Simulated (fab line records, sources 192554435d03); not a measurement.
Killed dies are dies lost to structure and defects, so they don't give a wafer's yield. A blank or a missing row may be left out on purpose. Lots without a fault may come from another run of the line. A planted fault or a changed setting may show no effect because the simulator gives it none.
fab line records | flow n5_finfet
record lots=4 wafers=12 last_day=16
route steps=1938 shown BEOL_M2@922 BEOL_M3@931 BEOL_M4@1111 PASSIVATION@1936
lots that met no fault: from a run of the same line without faults
start_h: hours from the record's first day to the start of the lot's first wafer shown | wait_h: hours since the lot's step before | " the same as in the row above | L1.1+2: a row that stands for several wafers | - no value, or no start given | * or withheld: withheld | < > ~ a bound
route shown NAME@n: a module of which the file shows steps, and the number in the route of the first | usual: mean/standard deviation of fault-free wafers | same: alike in all rows | chamber/n: place in a boat | sites: the reading at each site | _std_site: their standard deviation | _edge_site: outer sites' mean less inner sites' | radius_mm: how far each site lies from the wafer's centre | mask NAME#n: copy n | behind: the tool/chamber that last shaped the wafer | hold: why the lot was held/for how many hours/how that ended | device: the transistor (n, p or np) that didn't switch | end of line: the same wafers' tests at the end of the route | a step without rows: its recipe alone | killed: dies lost to structure and defects at the first sort, not the wafer's yield | map: a wafer's dies, x killed, . not, _ none there
set.NAME: the setting as run; set.NAME@STEP: as run at that earlier step | model.NAME: the simulator's own value behind a step, which no gauge read
lots at some steps of the route; a table a step, a row a wafer
services: from which hour (start_h, from the record's first day; less than 0 if before it) a tool's chamber was out of use, for how many hours, and why
## steps
# step N5_BEOL_M2_ANNEAL_51
# recipe temp_c=225 time_s=90 ambient=N2
# step N5_BEOL_M2_CMP_52
# recipe stop_on=SiOC t_overpolish_s=6.8 down_force_psi=1 platen_rpm=50 clearing_platen_down_force_psi=1.5 clearing_platen_rpm=50 post_cmp_clean=cu_alkaline target_thk_nm=40 clearing_platen_pad_velocity_m_s=0.99484 pad_velocity_m_s=0.99484
# step N5_BEOL_M2_PRE_CLEAN_60
# recipe gas=NH3/H2 time_s=15 temp_c=* rf_power_w=300
# step N5_BEOL_M2_CO_CAP_55
# recipe material=Co target_thk_a=20 temp_c=200 precursor=CCTBA/H2 pressure_torr=30 time_s=102.1
# step N5_BEOL_M2_PRE_CLEAN_56
# recipe gas=NH3 time_s=15 temp_c=withheld rf_power_w=300
# step N5_BEOL_M2_DEP_57
# recipe material=SiCN target_thk_a=80 temp_c=withheld precursor=3MS/NH3 pressure_torr=3 rf_w=202 time_s=14
# step N5_BEOL_M3_ILD_DEP_00
# recipe material=SiOC target_thk_a=790 temp_c=350 precursor=DEMS/O2 pressure_torr=5 rf_w=500 time_s=15.3
# step N5_BEOL_M3_PECVD_72
# recipe material=SiO2 target_thk_a=160 temp_c=400 precursor=TEOS/O2 pressure_torr=5.5 rf_w=450 teos_flow_sccm=53.8 gas=O2 flow_sccm=3000 time_s=18
# step N5_BEOL_M3_HM_DEP_02
# recipe material=TiN target_thk_a=200 temp_c=25 chamber_pressure_pa=0.49996
# usual throttle_valve_pct=29.7/1.1
# columns lot.wafer tool chamber start_h wait_h throttle_valve_pct model.TiN_of_BEOL_M3_HM_DEP_02.thk_nm
L802.1 pvd_sputter-01 - 147.60 1.3 29.3 19.8
L802.2 " - " " 32.3 20
L802.3 " - " " 28.3 20.2
L818.1 pvd_sputter-01 - 247.45 0.7 28.5 19.8
L818.3 " - " " 29.5 19.4
L818.4 " - " " 29.2 37.4
L820.1 pvd_sputter-02 - 253.88 1.1 30.4 20.2
L820.5 " - " " 30.0 19.8
L820.6 " - " " 28.4 20.4
L821.1 pvd_sputter-01 - 262.48 1.7 28.3 19.8
L821.2 " - " " 29.3 37.4
L821.5 " - " " 29.5 19.8
# step N5_BEOL_M3_COAT_61
# recipe resist=SOC temp_c=250 time_s=60 spin_rpm=1500 resist_thk_nm=60
# step N5_BEOL_M3_COAT_62
# recipe resist=SiARC temp_c=220 time_s=60 spin_rpm=1500 resist_thk_nm=12
# step N5_BEOL_M3_COAT_73
# recipe resist=underlayer temp_c=205 time_s=60 spin_rpm=1500 resist_thk_nm=5
# step N5_BEOL_M3_COAT_05
# recipe resist=CAR-EUV spin_rpm=1500 resist_thk_nm=30
# step N5_BEOL_M3_EBR_07
# recipe solvent=PGMEA ebr_width_mm=1.5
# step N5_BEOL_M3_SOFTBAKE_06
# recipe temp_c=110 time_s=60 resist=CAR-EUV
# step N5_BEOL_M3_EXPOSE_08
# recipe mask_id=M3 na=0.33 source_shape=dipole sigma_inner=0.369 sigma_outer=0.767 polarization=unpolarized dose_mj=33
# step N5_BEOL_M3_PEB_09
# recipe peb_temp_c=100 peb_time_s=60 resist=CAR-EUV
# step N5_BEOL_M3_DEVELOP_10
# recipe develop_time_s=30 developer=TMAH resist=CAR-EUV rinse_liquid=surfactant_rinse dry=air_spin dev_temp_c=23
# step N5_BEOL_M3_DESCUM_16
# recipe chemistry=O2 time_s=7 source_power_w=50 bias_power_w=20 pressure_mtorr=20 rf_frequency_hz=2.712e+07 temp_c=40 resist=CAR-EUV o2_flow_sccm=225
# step N5_BEOL_M3_ETCH_74
# recipe chemistry=N2/H2 target=underlayer target_depth_a=65 mask_material=CAR-EUV time_s=5.2 ion_energy_ev=200 pressure_mtorr=30 source_w=840 bias_w=150 n2_flow_sccm=200 h2_flow_sccm=200 ends=cleared
# step N5_BEOL_M3_ETCH_63
# recipe chemistry=CF4 target=SiARC target_depth_a=156 mask_material=CAR-EUV time_s=26 ion_energy_ev=80 pressure_mtorr=40 source_w=545 bias_w=36 Ar_flow_sccm=100 cf4_flow_sccm=100 ends=cleared
# step N5_BEOL_M3_ETCH_64
# recipe chemistry=N2/H2 target=SOC target_depth_a=750 overetch_a=150 mask_material=SiARC temp_c=40 time_s=112.5 ion_energy_ev=200 pressure_mtorr=30 source_w=840 bias_w=150 n2_flow_sccm=200 h2_flow_sccm=200
# step N5_BEOL_M3_STRIP_65
# recipe chemistry=N2/H2 temp_c=40 n2_flow_sccm=200 h2_flow_sccm=200 rf_frequency_hz=6e+07
# step N5_BEOL_M3_STRIP_75
# recipe chemistry=N2/H2 temp_c=40 n2_flow_sccm=200 h2_flow_sccm=200 rf_frequency_hz=6e+07
# step N5_BEOL_M3_STRIP_66
# recipe chemistry=CF4 resist=SiARC power_w=300 bias_power_w=75 pressure_mtorr=50 cf4_flow_sccm=150 rf_frequency_hz=6e+07
# step N5_BEOL_M3_HM_OPEN_17
# recipe chemistry=Cl2/BCl3 target_depth_a=200 overetch_a=60 target=TiN mask_material=SOC ion_energy_ev=150 pressure_mtorr=10 icp_w=1000 bias_w=126 Cl2_flow_sccm=53.25 bcl3_flow_sccm=21.75 Ar_flow_sccm=25
# usual chamber_pressure_mTorr=10.000/0.0082 drypump_motor_current_A=5.87/0.24 oes_product_au=0.66/0.062 rf_fwd_power_W=993/3.7 throttle_valve_pct=22.27/0.27
# columns lot.wafer tool chamber start_h wait_h chamber_pressure_mTorr drypump_motor_current_A oes_product_au rf_fwd_power_W rf_hours_counter_h throttle_valve_pct model.etch.depth_nm
L802.1 rie_metal-01 1 148.49 0.0 9.985 6.01 0.65 990 44 22.09 19.89
L802.2 " 0 " " 10.010 6.32 0.75 993 12 22.27 20.02
L802.3 " 1 " " 10.002 6.02 0.67 992 - 22.09 20.22
L818.1 rie_metal-01 1 248.28 0.0 9.996 6.03 0.63 990 53 22.13 19.79
L818.3 " 0 " " 9.998 6.31 0.70 999 - 22.31 19.34
L818.4 " 1 " " 9.986 6.02 0.75 995 - 21.92 26.25
L820.1 rie_metal-03 1 254.94 0.0 9.994 5.56 0.68 996 35 22.21 20.22
L820.5 " 0 " " 9.998 5.76 0.68 988 - 22.23 19.74
L820.6 " 1 " " 10.017 5.57 0.69 996 - 22.19 20.46
L821.1 rie_metal-03 1 263.41 0.0 10.006 5.57 0.68 991 36 22.20 19.8
L821.2 " 0 " " 10.003 5.79 0.78 997 30 22.09 24.98
L821.5 " 1 " " 9.995 5.56 0.67 988 - 22.22 19.82
# step N5_BEOL_M3_STRIP_19
# recipe chemistry=O2 power_w=400 temp_c=40 pressure_mtorr=30 rf_frequency_hz=6e+07 bias_power_w=0 overash_fraction=0.2 o2_flow_sccm=225
# step N5_BEOL_M3_COAT_67
# recipe resist=SOC temp_c=250 time_s=60 spin_rpm=1500 resist_thk_nm=60
# step N5_BEOL_M3_COAT_68
# recipe resist=SiARC temp_c=220 time_s=60 spin_rpm=1500 resist_thk_nm=12
# step N5_BEOL_M3_COAT_76
# recipe resist=underlayer temp_c=205 time_s=60 spin_rpm=1500 resist_thk_nm=5
# step N5_BEOL_M3_COAT_22
# recipe resist=CAR-EUV spin_rpm=1500 resist_thk_nm=30
# step N5_BEOL_M3_EBR_24
# recipe solvent=PGMEA ebr_width_mm=1.5
# step N5_BEOL_M3_SOFTBAKE_23
# recipe temp_c=110 time_s=60 resist=CAR-EUV
# step N5_BEOL_M3_EXPOSE_25
# recipe mask_id=V2 na=0.33 source_shape=quasar sigma_inner=0.2 sigma_outer=0.8 polarization=unpolarized defocus_nm=5 dose_mj=63
# step N5_BEOL_M3_ETCHBACK_99
# recipe chemistry=CHF3 target=SiO2 target_depth_a=50 time_s=10.4 source_w=215 bias_w=47 Ar_flow_sccm=200 CHF3_flow_sccm=12 ion_energy_ev=100 pressure_mtorr=30
# usual chamber_pressure_mTorr=30.00/0.03 drypump_motor_current_A=5.6/0.51 oes_product_au=0.79/0.087 rf_fwd_power_W=212.3/1.1 rf_vpp_V=237/5 showerhead_plenum_p_Torr=2.14/0.099 throttle_valve_pct=17.13/0.24
# columns lot.wafer tool chamber start_h wait_h chamber_pressure_mTorr drypump_motor_current_A oes_product_au rf_fwd_power_W rf_hours_counter_h rf_vpp_V showerhead_plenum_p_Torr throttle_valve_pct
L802.1 rie_diel-03 0 154.86 5.4 30.01 5.9 0.69 213.9 204 234 2.23 17.05
L802.2 " 2 " " 29.97 5.2 0.85 211.1 35 242 2.10 17.12
L802.3 " 3 " " 29.97 6.4 0.69 212.8 226 230 2.01 17.05
L818.1 rie_diel-06 0 249.98 0.9 30.03 6.2 0.70 212.1 239 244 2.03 17.53
L818.3 " 1 " " 30.03 5.4 0.77 212.0 117 235 2.27 17.05
L818.4 " 3 " " 29.96 4.7 0.31 212.2 - 237 2.14 16.99
L820.1 rie_diel-02 0 258.56 2.8 30.03 5.7 0.73 210.7 165 242 1.99 17.42
L820.5 " 0 " " 29.99 5.7 0.72 210.7 - 241 1.99 17.41
L820.6 " 3 " " 30.04 6.0 0.91 212.2 - 246 2.23 16.95
L821.1 rie_diel-02 3 265.39 0.2 30.02 6.0 0.90 212.9 28 247 2.23 16.95
L821.2 " 0 " " 29.99 5.7 0.27 211.0 168 241 1.99 17.41
L821.5 " 3 " " 29.99 6.0 0.90 212.7 - 246 2.23 16.96
# step N5_BEOL_M3_TRENCH_ETCH_37
# recipe chemistry=C4F6/O2 target_depth_a=555.55 target=SiOC time_s=29.2 ion_energy_ev=250 pressure_mtorr=30 source_w=355 bias_w=185 Ar_flow_sccm=300 C4F6_flow_sccm=10 O2_flow_sccm=10
# usual chamber_pressure_mTorr=29.999/0.025 drypump_motor_current_A=5.6/0.51 oes_product_au=0.79/0.087 rf_fwd_power_W=350.1/2.2 rf_vpp_V=654/13 showerhead_plenum_p_Torr=2.83/0.13 throttle_valve_pct=20.92/0.24
# columns lot.wafer tool chamber start_h wait_h chamber_pressure_mTorr drypump_motor_current_A oes_product_au rf_fwd_power_W rf_hours_counter_h rf_vpp_V showerhead_plenum_p_Torr throttle_valve_pct model.TiN_of_BEOL_M3_HM_DEP_02.thk_nm
L802.1 rie_diel-03 0 - - 29.988 6.0 0.68 353.3 204 649 2.95 20.81 17.6
L802.2 " 2 " " 29.991 5.3 0.86 347.4 35 665 2.78 20.92 17.8
L802.3 " 3 " " 29.999 6.5 0.69 353.0 226 636 2.67 20.74 18
L818.1 rie_diel-06 0 - - 30.013 6.2 0.69 350.4 239 676 2.69 21.32 17.4
L818.3 " 1 " " 29.981 5.4 0.78 349.2 118 647 3.00 20.84 17
L818.4 " 3 " " 30.017 4.8 0.82 346.6 - 654 2.83 20.75 35
L820.1 rie_diel-02 0 - - 29.974 5.7 0.72 347.5 165 668 2.64 21.22 18
L820.5 " 0 " " 29.979 5.7 0.72 346.7 - 665 2.64 21.22 17.4
L820.6 " 3 " " 29.982 6.0 0.90 351.0 - 680 2.95 20.83 18.2
L821.1 rie_diel-02 3 - - 30.015 6.0 0.90 351.1 28 679 2.95 20.84 17.6
L821.2 " 0 " " 30.000 5.7 0.72 346.1 168 667 2.64 21.23 35
L821.5 " 3 " " 30.001 6.0 0.90 352.8 - 678 2.95 20.84 17.6
# step N5_BEOL_M3_OCD_MEAS_38
# usual trench_depth_nm=54.7/0.96
# columns lot.wafer tool chamber start_h wait_h trench_depth_nm
L802.1 ocd-01 - 155.25 - 54.4
L802.2 " - " " 55.1
L802.3 " - " " 53.1
L818.1 ocd-01 - 250.37 - 54.7
L818.3 " - " " 55.9
L818.4 " - " " -
L820.1 ocd-01 - 258.95 - 54.3
L820.5 " - " " 54.6
L820.6 " - " " 54.1
L821.1 ocd-01 - 265.78 - 54.3
L821.2 " - " " -
L821.5 " - " " 53.9
# step N5_BEOL_M3_CD_MEAS_35
# recipe target_cd_nm=18 target_cd_y_nm=21 polarity=opening
# usual cd_nm=17.8/0.46
# columns lot.wafer tool chamber start_h wait_h cd_nm
L802.1 cd_sem-01 - 155.41 0.0 17.5
L802.2 " - " " 17.6
L802.3 " - " " 17.2
L818.1 cd_sem-02 - 250.54 0.0 17.7
L818.3 " - " " 17.7
L818.4 " - " " -
L820.1 cd_sem-03 - 259.12 0.0 17.8
L820.5 " - " " 17.8
L820.6 " - " " 17.3
L821.1 cd_sem-03 - 265.95 0.0 17.6
L821.2 " - " " -
L821.5 " - " " 17.2
# step N5_BEOL_M4_RC_MEAS_101
# usual DIBL_N=36.0/1.9 DIBL_P=35.6/2.4 IOFF_N=0.16/0.036 IOFF_P=0.21/0.04 ION_N=673/14 ION_P=460/8.9 SS_N=71.5/0.67 SS_P=73.2/0.73 VT_N=249/3.6 VT_P=-250/3.7
# columns lot.wafer tool chamber start_h wait_h DIBL_N[mV/V] DIBL_P[mV/V] IOFF_N[nA/um] IOFF_P[nA/um] ION_N[uA/um] ION_P[uA/um] SS_N[mV/dec] SS_P[mV/dec] VT_N[mV] VT_P[mV]
L802.1 prober-02 0 168.91 0.0 34.5 34.3 0.14 0.15 677 453 71.4 72.0 254 -255
L802.2 " 0 " " 38.4 38.8 0.20 0.21 669 453 72.6 73.2 248 -252
L802.3 " 0 " " 35.8 36.4 0.15 0.17 676 452 70.8 72.6 250 -255
L818.1 prober-02 0 266.18 0.0 37.5 39.2 0.19 0.24 676 468 72.2 73.7 246 -247
L818.3 " 0 " " 36.6 38.9 0.18 0.23 683 470 71.2 72.8 245 -247
L820.1 prober-02 0 276.05 0.0 36.6 35.9 0.16 0.20 647 445 72.7 73.7 253 -256
L820.5 " 0 " " 34.3 35.3 0.13 0.18 679 460 70.9 72.6 252 -252
L820.6 " 0 " " 34.0 33.4 0.13 0.17 678 466 71.1 72.8 252 -253
L821.1 prober-01 0 288.00 0.0 38.6 38.6 0.20 0.25 669 457 72.2 73.6 247 -252
L821.5 " 0 " " 34.1 33.5 0.12 0.19 661 458 71.2 72.7 251 -253
# step N5_PASSIVATION_PROBE_49
# usual defect_limited_yield=91.2/1.4 killed_at_M0_to_M3=32/9.3 killed_at_M4_up=14/4.9 killed_at_contacts=15/7.5 killed_at_front_end=40/11 killed_at_other=4/3.3 killed_dies=104/17 killed_on_rim=13/4.2 killed_open=68/14 killed_short=33/7.9 sort_bin_5_function=5.2/0.99 sort_bin_6_memory=3.2/0.65 sort_n_pass=1076/17 sort_yield_pct=91.1/1.5
# same gross_dies=1180 killed_at_back_side=0 sort_bin_4_leakage[%]=0 sort_bin_8_speed[%]=0
# columns lot.wafer tool chamber start_h wait_h defect_limited_yield[%] killed_at_M0_to_M3 killed_at_M4_up killed_at_contacts killed_at_front_end killed_at_other killed_dies killed_on_rim killed_open killed_short sort_bin_5_function[%] sort_bin_6_memory[%] sort_n_pass sort_yield_pct[%]
L802.1 prober-01 - 272.80 0.0 91.0 54 8 13 29 2 106 14 71 35 5.5 3.1 1074 91.0
L802.2 prober-01 - 272.85 0.1 91.4 36 18 8 36 4 102 17 74 28 4.4 4.2 1078 91.4
L802.3 prober-01 - 272.90 0.1 93.1 31 20 6 23 2 82 7 62 20 4.5 2.2 1098 93.1
L818.4 prober-01 - 366.01 0.2 0 1117 15 9 36 3 1180 152 66 26 96.4 3.4 0 0
L821.1 prober-01 - 390.69 0.0 91.8 45 4 4 43 1 97 9 56 41 4.3 3.4 1083 91.8
L821.2 prober-01 - 390.74 0.1 0 1117 11 16 35 1 1180 152 62 31 96.6 3.4 0 0
L821.5 prober-01 - 390.89 0.2 90.5 41 12 8 47 4 112 15 63 37 4.7 3.2 1068 90.5
# killed by level:class
L802.1 BEOL_M0_SAQP:geometric_particle:short=17 BEOL_M1:geometric_particle:open=17 STI_FIN_REVEAL:geometric_particle:open=13 BEOL_M0_SAQP:geometric_particle:open=12 MOL_CONTACT_COAG:geometric_particle:open=10 GATE_CUT:geometric_particle:short=6 BEOL_M4:geometric_particle:open=5 BEOL_M0:geometric_particle:open=3
L802.2 STI_FIN_REVEAL:geometric_particle:open=13 BEOL_M1:geometric_particle:open=13 MOL_CONTACT_COAG:geometric_particle:open=7 BEOL_M0:geometric_particle:open=6 FIN_SAQP:geometric_particle:short=5 BEOL_M0_SAQP:geometric_particle:short=5 BEOL_M0_SAQP:geometric_particle:open=5 BEOL_M5:geometric_particle:open=4
L802.3 BEOL_M3:geometric_particle:open=10 STI_FIN_REVEAL:geometric_particle:open=7 BEOL_M1:geometric_particle:open=7 BEOL_M4:geometric_particle:open=7 BEOL_M1:geometric_particle:short=5 MOL_CONTACT_COAG:geometric_particle:open=4 BEOL_M5:geometric_particle:open=4 FIN_SAQP:geometric_particle:open=3
L818.4 BEOL_M3:area_open=1087 STI_FIN_REVEAL:geometric_particle:open=12 BEOL_M4:geometric_particle:open=9 BEOL_M0_SAQP:geometric_particle:short=8 MOL_CONTACT_COAG:geometric_particle:open=7 BEOL_M0_SAQP:geometric_particle:open=6 BEOL_M0:geometric_particle:open=5 GATE_CUT:geometric_particle:short=4
L821.1 BEOL_M0_SAQP:geometric_particle:short=16 BEOL_M0_SAQP:geometric_particle:open=11 FIN_SAQP:geometric_particle:open=9 FIN_SAQP:geometric_particle:short=8 STI_FIN_REVEAL:geometric_particle:open=7 BEOL_M3:geometric_particle:open=6 STI_FIN_REVEAL:geometric_particle:short=5 GATE_CUT:geometric_particle:short=5
L821.2 BEOL_M3:area_open=1087 MOL_CONTACT_COAG:geometric_particle:open=11 BEOL_M0_SAQP:geometric_particle:short=11 STI_FIN_REVEAL:geometric_particle:open=10 FIN_SAQP:geometric_particle:open=9 BEOL_M0_SAQP:geometric_particle:open=9 BEOL_M2:geometric_particle:open=6 FIN_SAQP:geometric_particle:short=5
L821.5 BEOL_M0_SAQP:geometric_particle:open=14 FIN_SAQP:geometric_particle:short=12 HKMG_FIN:area_etch=12 STI_FIN_REVEAL:geometric_particle:open=9 BEOL_M2:geometric_particle:open=8 MOL_CONTACT_COAG:geometric_particle:open=7 BEOL_M0_SAQP:geometric_particle:short=5 BEOL_M1:geometric_particle:open=4
# map L818.4 (x killed, . not)
_________________xxxxxxxxxxxx________________
______________xxxxxxxxxxxxxxxxxx_____________
___________xxxxxxxxxxxxxxxxxxxxxxxx__________
__________xxxxxxxxxxxxxxxxxxxxxxxxxx_________
________xxxxxxxxxxxxxxxxxxxxxxxxxxxxxx_______
_______xxxxxxxxxxxxxxxxxxxxxxxxxxxxxxxx______
______xxxxxxxxxxxxxxxxxxxxxxxxxxxxxxxxxx_____
_____xxxxxxxxxxxxxxxxxxxxxxxxxxxxxxxxxxxx____
____xxxxxxxxxxxxxxxxxxxxxxxxxxxxxxxxxxxxxx___
___xxxxxxxxxxxxxxxxxxxxxxxxxxxxxxxxxxxxxxxx__
___xxxxxxxxxxxxxxxxxxxxxxxxxxxxxxxxxxxxxxxx__
__xxxxxxxxxxxxxxxxxxxxxxxxxxxxxxxxxxxxxxxxxx_
__xxxxxxxxxxxxxxxxxxxxxxxxxxxxxxxxxxxxxxxxxx_
_xxxxxxxxxxxxxxxxxxxxxxxxxxxxxxxxxxxxxxxxxxxx
_xxxxxxxxxxxxxxxxxxxxxxxxxxxxxxxxxxxxxxxxxxxx
_xxxxxxxxxxxxxxxxxxxxxxxxxxxxxxxxxxxxxxxxxxxx
_xxxxxxxxxxxxxxxxxxxxxxxxxxxxxxxxxxxxxxxxxxxx
_xxxxxxxxxxxxxxxxxxxxxxxxxxxxxxxxxxxxxxxxxxxx
_xxxxxxxxxxxxxxxxxxxxxxxxxxxxxxxxxxxxxxxxxxxx
_xxxxxxxxxxxxxxxxxxxxxxxxxxxxxxxxxxxxxxxxxxxx
_xxxxxxxxxxxxxxxxxxxxxxxxxxxxxxxxxxxxxxxxxxxx
__xxxxxxxxxxxxxxxxxxxxxxxxxxxxxxxxxxxxxxxxxx_
__xxxxxxxxxxxxxxxxxxxxxxxxxxxxxxxxxxxxxxxxxx_
___xxxxxxxxxxxxxxxxxxxxxxxxxxxxxxxxxxxxxxxx__
___xxxxxxxxxxxxxxxxxxxxxxxxxxxxxxxxxxxxxxxx__
____xxxxxxxxxxxxxxxxxxxxxxxxxxxxxxxxxxxxxx___
_____xxxxxxxxxxxxxxxxxxxxxxxxxxxxxxxxxxxx____
______xxxxxxxxxxxxxxxxxxxxxxxxxxxxxxxxxx_____
_______xxxxxxxxxxxxxxxxxxxxxxxxxxxxxxxx______
________xxxxxxxxxxxxxxxxxxxxxxxxxxxxxx_______
__________xxxxxxxxxxxxxxxxxxxxxxxxxx_________
___________xxxxxxxxxxxxxxxxxxxxxxxx__________
______________xxxxxxxxxxxxxxxxxx_____________
_________________xxxxxxxxxxxx________________
# map L821.2 (x killed, . not)
_________________xxxxxxxxxxxx________________
______________xxxxxxxxxxxxxxxxxx_____________
___________xxxxxxxxxxxxxxxxxxxxxxxx__________
__________xxxxxxxxxxxxxxxxxxxxxxxxxx_________
________xxxxxxxxxxxxxxxxxxxxxxxxxxxxxx_______
_______xxxxxxxxxxxxxxxxxxxxxxxxxxxxxxxx______
______xxxxxxxxxxxxxxxxxxxxxxxxxxxxxxxxxx_____
_____xxxxxxxxxxxxxxxxxxxxxxxxxxxxxxxxxxxx____
____xxxxxxxxxxxxxxxxxxxxxxxxxxxxxxxxxxxxxx___
___xxxxxxxxxxxxxxxxxxxxxxxxxxxxxxxxxxxxxxxx__
___xxxxxxxxxxxxxxxxxxxxxxxxxxxxxxxxxxxxxxxx__
__xxxxxxxxxxxxxxxxxxxxxxxxxxxxxxxxxxxxxxxxxx_
__xxxxxxxxxxxxxxxxxxxxxxxxxxxxxxxxxxxxxxxxxx_
_xxxxxxxxxxxxxxxxxxxxxxxxxxxxxxxxxxxxxxxxxxxx
_xxxxxxxxxxxxxxxxxxxxxxxxxxxxxxxxxxxxxxxxxxxx
_xxxxxxxxxxxxxxxxxxxxxxxxxxxxxxxxxxxxxxxxxxxx
_xxxxxxxxxxxxxxxxxxxxxxxxxxxxxxxxxxxxxxxxxxxx
_xxxxxxxxxxxxxxxxxxxxxxxxxxxxxxxxxxxxxxxxxxxx
_xxxxxxxxxxxxxxxxxxxxxxxxxxxxxxxxxxxxxxxxxxxx
_xxxxxxxxxxxxxxxxxxxxxxxxxxxxxxxxxxxxxxxxxxxx
_xxxxxxxxxxxxxxxxxxxxxxxxxxxxxxxxxxxxxxxxxxxx
__xxxxxxxxxxxxxxxxxxxxxxxxxxxxxxxxxxxxxxxxxx_
__xxxxxxxxxxxxxxxxxxxxxxxxxxxxxxxxxxxxxxxxxx_
___xxxxxxxxxxxxxxxxxxxxxxxxxxxxxxxxxxxxxxxx__
___xxxxxxxxxxxxxxxxxxxxxxxxxxxxxxxxxxxxxxxx__
____xxxxxxxxxxxxxxxxxxxxxxxxxxxxxxxxxxxxxx___
_____xxxxxxxxxxxxxxxxxxxxxxxxxxxxxxxxxxxx____
______xxxxxxxxxxxxxxxxxxxxxxxxxxxxxxxxxx_____
_______xxxxxxxxxxxxxxxxxxxxxxxxxxxxxxxx______
________xxxxxxxxxxxxxxxxxxxxxxxxxxxxxx_______
__________xxxxxxxxxxxxxxxxxxxxxxxxxx_________
___________xxxxxxxxxxxxxxxxxxxxxxxx__________
______________xxxxxxxxxxxxxxxxxx_____________
_________________xxxxxxxxxxxx________________
## services
# columns tool chamber start_h hours kind
rie_metal-03 - 125.06 2.8 pm
rie_diel-02 3 159.07 - clean
rie_diel-02 3 159.07 - consumable_replace:focus_ring
rie_diel-06 0 163.38 9.6 repair
rie_diel-02 1 245.26 - clean
rie_diel-02 1 245.26 - consumable_replace:focus_ring
rie_diel-02 1 245.26 17.8 scheduled_down
rie_diel-02 1 245.26 17.8 vent_cycle
rie_diel-03 3 257.80 - clean
rie_diel-03 3 257.80 - consumable_replace:focus_ring
rie_diel-03 3 257.80 - consumable_replace:showerhead
rie_diel-03 3 257.80 16.7 scheduled_down
rie_diel-03 3 257.80 16.7 vent_cycle
rie_diel-06 2 262.16 - clean
rie_diel-06 2 262.16 - consumable_replace:focus_ring
rie_diel-06 2 262.16 25.1 scheduled_down
rie_diel-06 2 262.16 25.1 vent_cycle
## key
first_sign step=N5_BEOL_M3_ETCHBACK_99 reading=oes_product_au direction=down sigmas=5.7 usual=0.79 struck=0.29
effect step=N5_BEOL_M3_OCD_MEAS_38 reading=trench_depth_nm direction=missing
effect step=N5_BEOL_M3_CD_MEAS_35 reading=cd_nm direction=missing
effect step=N5_PASSIVATION_PROBE_49 reading=killed_at_M0_to_M3 direction=up sigmas=99+ usual=32 struck=1117
model_effect step=N5_BEOL_M3_HM_DEP_02 value=TiN_of_BEOL_M3_HM_DEP_02.thk_nm without=19.8 struck=37.4
model_effect step=N5_BEOL_M3_HM_OPEN_17 value=etch.depth_nm without=19.86 struck=25.61
model_effect step=N5_BEOL_M3_TRENCH_ETCH_37 value=TiN_of_BEOL_M3_HM_DEP_02.thk_nm without=17.5 struck=35
more_kills_born_at N5_BEOL_M3_HM_OPEN_17@rie_metal-01=1087 N5_BEOL_M3_HM_OPEN_17@rie_metal-03=1087
met_at N5_BEOL_M3_HM_DEP_02
struck_wafers L818.4,L821.2
later_rows_left_out L818.4,L821.2
baseline_loss step=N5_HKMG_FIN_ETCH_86 wafers=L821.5
onset_between 147.60 247.45
fault kind=process_parameter_drift tool=pvd_sputter-01 chamber=- onset_h=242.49 steps=N5_BEOL_M3_HM_DEP_02 channel=target_thk_a offset=* shape=step end_h=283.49 scope=struck_wafers_only acts_in=* stated=*
# later_rows_left_out: the simulator's readings of these wafers behind a module that went badly wrong aren't trusted and aren't shown, but for the sort
# baseline_loss: these wafers lose ten dies or more at that step, a loss of the line's own and not of a fault; the sort's usual values leave them out
